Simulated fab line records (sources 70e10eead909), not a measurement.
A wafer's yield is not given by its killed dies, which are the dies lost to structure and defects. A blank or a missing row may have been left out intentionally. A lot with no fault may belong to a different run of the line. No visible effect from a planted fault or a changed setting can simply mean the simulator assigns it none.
A struck lot beside a sound one -- flow nand harc -- 17 out of 1302 route steps
Sound: wafers L183.2, L183.4, L183.6. Struck: wafer L188.1. The cause comes at the end.
Order at every step that has rows: each side's tool, ch and its chambers, its first start. Under that, the readings that differ: sound wafers -- struck wafers -- difference of the means -- sigmas: that difference in standard deviations of wafers without a fault.
alike: readings whose means differ by less than 2 such deviations, and words and numbers that are the same on both sides. not compared: withheld readings, readings that some wafer has no value for, bounds like >300 that may hide the same value, and numbers for which the record gives no deviation and whose values overlap.
Wherever a step has rows on one side only, a row that says differs or no value, or a row with sigmas, the two part there. Numbers that don't overlap but have no deviation are shown without sigmas and don't part them. A reading that every wafer of one side lacks parts them only if that side has two wafers or more.

NHARC_THIN_TSV_DEP_43: deposits SiO2, target thk 1328.5 nm.
  sound on pecvd-01 ch 1,2, day 24 02:59; struck on pecvd-01 ch 0, day 26 04:22
  alike: throttle valve pct
  not compared: since wet clean h
then, 8 steps without rows for these wafers: NHARC_THIN_TSV_DEHYDRATE_04 (time 120 s); NHARC_THIN_TSV_HMDS_05 (time 30 s); NHARC_THIN_TSV_COAT_06; NHARC_THIN_TSV_SOFTBAKE_07 (time 95 s); NHARC_THIN_TSV_EBR_08; NHARC_THIN_TSV_EXPOSE_09 (exposes mask TSV); NHARC_THIN_TSV_PEB_10 (peb time 85 s); NHARC_THIN_TSV_DEVELOP_11 (time 70 s).
NHARC_THIN_TSV_CD_MEAS_12: the cd target is 1000 nm.
  sound on cd sem-02 ch 0, day 24 03:39; struck on cd sem-03 ch 0, day 26 05:12
  alike: cd nm
then, 1 step without rows for these wafers: NHARC_THIN_TSV_HARDBAKE_13 (time 80 s).
NHARC_THIN_TSV_DESCUM_14: chemistry O2, time 3 s.
  sound on rie diel-13 ch 0,2,3, day 24 03:49; struck on rie diel-13 ch 3, day 26 05:23
  alike: drypump motor current A, o2 flow sccm, oes product au, rf vpp V, showerhead plenum p Torr, throttle valve pct
  not compared: rf hours counter h
NHARC_THIN_TSV_ETCH_44: etches the open film in CF4/O2, target depth 1594.2 nm, time 797.1 s.
  sound on rie diel-13 ch 0,3, day 24 03:54; struck on rie diel-13 ch 0, day 26 05:37
reading,sound,struck,difference,sigmas
oes product au (a.u.),0.986 0.994 0.995,0.743,-0.249,-32
rf fwd power W (W),299.4 299.5 297.9,180.0,-118.9,-99 or more
  alike: drypump motor current A, o2 flow sccm, rf vpp V, showerhead plenum p Torr, throttle valve pct
  not compared: rf hours counter h
NHARC_THIN_TSV_ETCH_15: target depth 3000 nm, bosch target overetch cycles 2, bosch etch step 2.8 s.
  sound on rie si-01 ch 0,2,3, day 24 04:28; struck on rie si-02 ch 1, day 26 06:02
  alike: drypump motor current A
  not compared: rf hours counter h
NHARC_THIN_TSV_CD_MEAS_16:
  struck on cd sem-01, day 26 06:09; sound on cd sem-01, day 24 04:37
reading,sound,struck,difference,sigmas
cd nm (nm),998.4 999.7 1000.2,1004.2,+4.8,+3
NHARC_THIN_TSV_STRIP_45: strips in O2.
  sound on plasma asher-01 ch 0,1, day 24 04:44; struck on plasma asher-01 ch 0, day 26 06:17
  alike: drypump motor current A, heater power w
  not compared: rf hours counter h
NHARC_END_SORT_01:
  at this point the record logs the struck wafers (prober-02 ch 0, day 26 21:11) and has no rows for the sound ones

== WHERE THEY PART ==
Earliest at NHARC_THIN_TSV_ETCH_44; latest, in this record, at NHARC_END_SORT_01.

WHY: whatever the simulator had introduced
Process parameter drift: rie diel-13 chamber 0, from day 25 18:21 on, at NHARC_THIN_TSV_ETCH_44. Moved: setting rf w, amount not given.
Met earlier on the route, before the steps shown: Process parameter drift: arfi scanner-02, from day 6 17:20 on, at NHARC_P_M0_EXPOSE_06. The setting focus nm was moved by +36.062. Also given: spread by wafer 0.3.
